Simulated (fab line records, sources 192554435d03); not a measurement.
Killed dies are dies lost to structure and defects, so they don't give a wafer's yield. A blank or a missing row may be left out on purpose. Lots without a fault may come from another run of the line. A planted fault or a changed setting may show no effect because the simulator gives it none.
A struck lot beside a sound one | flow n5_finfet | 19 steps out of a route of 1938
Sound: wafers L820.1, L820.2, L820.6. Struck: wafers L826.2, L826.4, L826.5. The cause comes at the end.
At each step with rows: each side's tool, then ch and its chambers, then its first start. Under that, the readings that differ: sound wafers | struck wafers | difference of the means | sigmas: that difference in standard deviations of wafers without a fault.
alike: readings whose means differ by less than 2 such deviations, and words and numbers that are the same on both sides. not compared: withheld readings, readings that some wafer has no value for, bounds like >300 that may hide the same value, and numbers for which the record gives no deviation and whose values overlap.
The two part at a step that has a row with sigmas, a row that says differs or no value, or rows on one side only. Numbers that don't overlap but have no deviation are shown without sigmas and don't part them. A reading that every wafer of one side lacks parts them only if that side has two wafers or more.

N5_BEOL_M11_ETCH_61: etches SiARC in CF4, target depth 39 nm, time 65 s.
  sound on rie_diel-01 ch 1,2,3, day 12 19:32; struck on rie_diel-06 ch 0,1,3, day 14 02:40
  alike: drypump_motor_current_A, etch_rf_on_time_s, oes_product_au, rf_fwd_power_W, rf_vpp_V, showerhead_plenum_p_Torr, throttle_valve_pct
  not compared: rf_hours_counter_h
N5_BEOL_M11_ETCH_62: etches SOC in N2/H2, target depth 110 nm, overetch 22 nm, time 165 s.
  sound on rie_diel-01 ch 1,2,3, day 12 19:35; struck on rie_diel-06 ch 0,1,3, day 14 02:43
  reading                     | sound       | struck      | difference | sigmas
  drypump_motor_current_A (A) | 5.8 4.7 4.9 | 5.8 6.6 5.9 | +1.0       | +2
  alike: oes_product_au, rf_fwd_power_W, rf_vpp_V, showerhead_plenum_p_Torr, throttle_valve_pct
  not compared: rf_hours_counter_h
then, 1 step without rows for these wafers: N5_BEOL_M11_STRIP_68 (strips in N2/H2).
N5_BEOL_M11_STRIP_67: strips in CF4.
  sound on rie_diel-01 ch 1,2,3, day 12 19:44; struck on rie_diel-06 ch 0,1,3, day 14 02:52
  reading                     | sound       | struck      | difference | sigmas
  drypump_motor_current_A (A) | 5.8 4.7 4.9 | 5.8 6.6 5.9 | +1.0       | +2
  alike: oes_product_au, rf_vpp_V, showerhead_plenum_p_Torr, throttle_valve_pct
  not compared: rf_hours_counter_h
N5_BEOL_M11_HM_OPEN_17: chemistry Cl2/BCl3, target TiN, target depth 20 nm, overetch 6 nm.
  sound on rie_metal-03 ch 0,1, day 12 19:46; struck on rie_metal-03 ch 0,1, day 14 02:54
  alike: drypump_motor_current_A, oes_product_au, rf_fwd_power_W, throttle_valve_pct
  not compared: rf_hours_counter_h
N5_BEOL_M11_STRIP_19: strips in O2.
  sound on rie_diel-01 ch 0,1,3, day 12 19:59; struck on rie_diel-06 ch 1,3, day 14 03:01
  alike: drypump_motor_current_A, oes_product_au, rf_vpp_V, showerhead_plenum_p_Torr, throttle_valve_pct
  not compared: rf_hours_counter_h
N5_BEOL_M11_CD_MEAS_18: pitch 140 nm, target cd 70 nm.
  sound on cd_sem-03, day 12 20:03; struck on cd_sem-02, day 14 03:05
  alike: cd_nm
then, 5 steps without rows for these wafers: N5_BEOL_M11_COAT_63 (time 60 s, resist thk 100 nm); N5_BEOL_M11_COAT_64 (time 60 s, resist thk 30 nm); N5_BEOL_M11_COAT_22 (resist thk 90 nm); N5_BEOL_M11_EBR_24; N5_BEOL_M11_SOFTBAKE_23 (time 60 s).
N5_BEOL_M11_EXPOSE_25: exposes mask V10.
  sound on arfi_scanner-03 ch 0, day 12 21:36; struck on arfi_scanner-03 ch 0, day 14 03:25
  reading                          | sound          | struck | difference | sigmas
  model.BEOL_M11.overlay_x_nm (nm) | -0.8 -0.8 -0.8 | 6 6 6  | +7         |
  alike: mask
then, 2 steps without rows for these wafers: N5_BEOL_M11_PEB_26 (peb time 60 s); N5_BEOL_M11_DEVELOP_27 (develop time 30 s).
N5_BEOL_M11_CD_MEAS_28: target cd 70 nm.
  sound on cd_sem-03 ch 0, day 12 21:44; struck on cd_sem-02 ch 0, day 14 03:32
  alike: cd_nm
N5_BEOL_M11_OVL_MEAS_29:
  sound on overlay-01 ch 0, day 12 21:46; struck on overlay-01 ch 0, day 14 03:34
  reading      | sound         | struck      | difference | sigmas
  V10_OVL (nm) | 0.0 -1.6 -1.2 | 5.5 6.1 5.6 | +6.7       | +11
N5_BEOL_M11_INSPECT_30: inspects for defects (brightfield).
  sound on defect_inspect-02, day 12 21:47; struck on defect_inspect-01, day 14 03:35
  alike: raw_defect_count
N5_PASSIVATION_PROBE_49:
  sound on prober-01, day 14 22:46; struck on prober-02, day 15 22:04
  alike: defect_limited_yield, killed_at_M0_to_M3, killed_at_M4_up, killed_at_contacts, killed_at_front_end, killed_at_other, killed_dies, killed_open, killed_short, sort_bin_5_function, sort_bin_6_memory, sort_bin_8_speed, sort_n_pass, sort_yield_pct

WHERE THEY PART
First at N5_BEOL_M11_ETCH_62; last, within this record, at N5_BEOL_M11_OVL_MEAS_29. Later steps at which nothing parts them and some readings are alike: N5_BEOL_M11_INSPECT_30, N5_PASSIVATION_PROBE_49.

WHY: what the simulator had put in
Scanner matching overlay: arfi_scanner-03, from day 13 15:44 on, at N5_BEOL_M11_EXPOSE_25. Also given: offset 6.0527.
